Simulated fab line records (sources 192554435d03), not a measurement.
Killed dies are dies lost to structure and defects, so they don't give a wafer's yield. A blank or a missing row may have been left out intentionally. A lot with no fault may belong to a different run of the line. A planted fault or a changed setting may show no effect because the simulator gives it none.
A struck lot beside a sound one | flow n5 finfet | 42 steps out of a route of 1938
Sound: wafers L725.2, L725.3, L725.5. The struck wafers were L739.1, L739.5, L739.6. Last of all comes the cause.
Per side, at each step with rows, come the tool, then ch with its chambers, and then its first start. Under that, the readings that differ: sound wafers | struck wafers | difference of the means | sigmas: that difference in standard deviations of wafers without a fault.
alike: words and numbers the same on both sides, and readings whose means are apart by under 2 such deviations; not compared: readings that were withheld, readings missing a value for some wafer, numbers with overlapping values and no deviation given by the record, and bounds like >300 which may hide the same value.
The two part at a step that has a row with sigmas, a row that says differs or no value, or rows on one side only. When numbers do not overlap yet have no deviation, they are printed without sigmas and do not part them. A reading missing from all wafers of one side parts the sides only when that side holds two or more wafers.

first, 3 steps without rows for these wafers: N5_BEOL_M2_STRIP_36 (strips in N2/H2); N5_BEOL_M2_TRENCH_ETCH_37 (etches SiOC in C4F6/O2, target depth 55.555 nm, time 29.2 s); N5_BEOL_M2_ETCH_41 (etches SiCN in CH3F/O2, target depth 29.9 nm, time 52.5 s).
N5_BEOL_M2_STRIP_97: strips in N2/H2, time 10 s.
  sound: rie diel-03 ch 0,1; struck: rie diel-03 ch 0,1,3
  alike: chamber pressure mTorr, drypump motor current A, oes product au, rf vpp V, showerhead plenum p Torr, throttle valve pct
  not compared: rf hours counter h
N5_BEOL_M2_OCD_MEAS_38:
  sound on ocd-01, day 7 06:14; struck on ocd-01, day 10 19:14
  alike: trench depth nm
then, 4 steps without rows for these wafers: N5_BEOL_M2_HM_STRIP_39 (strips TiN in peroxide tin strip, target depth 25 nm, time 158 s); N5_BEOL_M2_SRD_40 (time 30 s); N5_BEOL_M2_PRECLEAN_42 (cleans in residue remover, time 60 s); N5_BEOL_M2_SRD_43 (time 30 s).
N5_BEOL_M2_CD_MEAS_35: target cd 18 nm, target cd y 22.2 nm.
  sound on cd sem-03, day 7 06:23; struck on cd sem-02, day 10 19:23
  alike: cd nm
then, 2 steps without rows for these wafers: N5_BEOL_M2_DEGAS_44 (time 60 s); N5_BEOL_M2_PRE_CLEAN_45 (time 30 s).
N5_BEOL_M2_ALD_84: deposits TaN, pulse time 2 s, purge time 3 s, co reactant purge time 2 s.
  sound on ald metal-04 ch 0,2, day 7 07:17; struck on ald metal-04 ch 0,1, day 10 20:08
  alike: heater power w
  not compared: since wet clean h
then, 5 steps without rows for these wafers: N5_BEOL_M2_SURFACE_TREAT_85; N5_BEOL_M2_CVD_47 (deposits Co from CCTBA/H2, target thk 3 nm, time 223.8 s); N5_BEOL_M2_SPUTTER_48 (material Cu, target thk 4.5 nm, time 8.29 s); N5_BEOL_M2_ANNEAL_49 (time 240 s); N5_BEOL_M2_SPUTTER_79 (material Cu, target thk 4.5 nm, time 8.29 s).
N5_BEOL_M2_ANNEAL_80: time 240 s.
  sound on pvd sputter-03, day 7 08:48; struck on pvd sputter-01, day 10 21:04
  alike: heater power w
then, 1 step without rows for these wafers: N5_BEOL_M2_SPUTTER_81 (material Cu, target thk 4.5 nm, time 8.29 s).
N5_BEOL_M2_ANNEAL_82: time 240 s.
  sound on pvd sputter-03, day 7 09:01; struck on pvd sputter-01, day 10 21:17
  alike: heater power w
then, 4 steps without rows for these wafers: N5_BEOL_M2_SPUTTER_86 (material Cu, target thk 4.5 nm, time 8.29 s); N5_BEOL_M2_ANNEAL_87 (time 240 s); N5_BEOL_M2_SPUTTER_88 (material Cu, target thk 4.5 nm, time 8.29 s); N5_BEOL_M2_ANNEAL_89 (time 240 s).
N5_BEOL_M2_SPUTTER_90: material Cu, target thk 4.5 nm, time 8.29 s.
  sound on pvd sputter-03, day 7 09:36; struck on pvd sputter-01, day 10 21:52
  alike: chamber pressure pa, throttle valve pct
then, 4 steps without rows for these wafers: N5_BEOL_M2_ANNEAL_91 (time 240 s); N5_BEOL_M2_SPUTTER_92 (material Cu, target thk 4.5 nm, time 8.29 s); N5_BEOL_M2_ANNEAL_93 (time 240 s); N5_BEOL_M2_SPUTTER_94 (material Cu, target thk 4.5 nm, time 8.29 s).
N5_BEOL_M2_ANNEAL_95: time 240 s.
  sound on pvd sputter-03, day 7 10:07; struck on pvd sputter-01, day 10 22:23
  alike: heater power w
then, 4 steps without rows for these wafers: N5_BEOL_M2_SPUTTER_96 (material Cu, target thk 4.5 nm, time 8.29 s); N5_BEOL_M2_ECD_50 (material Cu, target thk 300 nm); N5_BEOL_M2_ANNEAL_51 (time 90 s); N5_BEOL_M2_CMP_52 (polishes, stops on SiOC, t overpolish 6.8 s, target thk 40 nm).
N5_BEOL_M2_THK_MEAS_53: measures by xrf.
  sound on film metro-02, day 7 11:03; struck on film metro-02, day 10 23:26
  alike: M2_THK
then, 4 steps without rows for these wafers: N5_BEOL_M2_PRE_CLEAN_60 (time 15 s); N5_BEOL_M2_CO_CAP_55 (material Co, precursor CCTBA/H2, target thk 2 nm, time 102.1 s); N5_BEOL_M2_PRE_CLEAN_56 (time 15 s); N5_BEOL_M2_DEP_57 (deposits SiCN from 3MS/NH3, target thk 8 nm, time 14 s).
N5_BEOL_M2_RS_MEAS_58: a four-point-probe measurement.
  sound on film metro-02, day 7 11:19; struck on film metro-02, day 10 23:43
  alike: M2_RS
-- a jump in the record: the struck wafers' starts before and after are 6 days apart (it breaks off in module BEOL_M2 and resumes in module PASSIVATION, where the first step shown is number 1936 of the route) --
N5_PASSIVATION_PROBE_49:
  sound on prober-01, day 12 20:54; struck on prober-02, day 17 04:01
  reading                  | sound          | struck         | difference | sigmas
  defect limited yield (%) | 91.1 88.4 92.2 | 81.6 79.3 81.3 | -9.8       | -7
  killed_at_M0_to_M3       | 20 35 15       | 146 176 159    | +137       | +14
  killed dies              | 105 137 92     | 217 244 221    | +116       | +7
  sort_bin_5_function (%)  | 5.9 6.9 4.1    | 10.9 12.5 11.0 | +5.8       | +7
  sort n pass              | 1075 1043 1088 | 963 936 959    | -116       | -7
  sort yield pct (%)       | 91.1 88.4 92.2 | 81.6 79.3 81.3 | -9.8       | -7
  alike: killed_at_M4_up, killed at contacts, killed at front end, killed at other, killed on rim, killed open, killed short, sort_bin_6_memory

== WHERE THEY PART ==
N5_PASSIVATION_PROBE_49 only, going by this record.

WHY: what the simulator had put in
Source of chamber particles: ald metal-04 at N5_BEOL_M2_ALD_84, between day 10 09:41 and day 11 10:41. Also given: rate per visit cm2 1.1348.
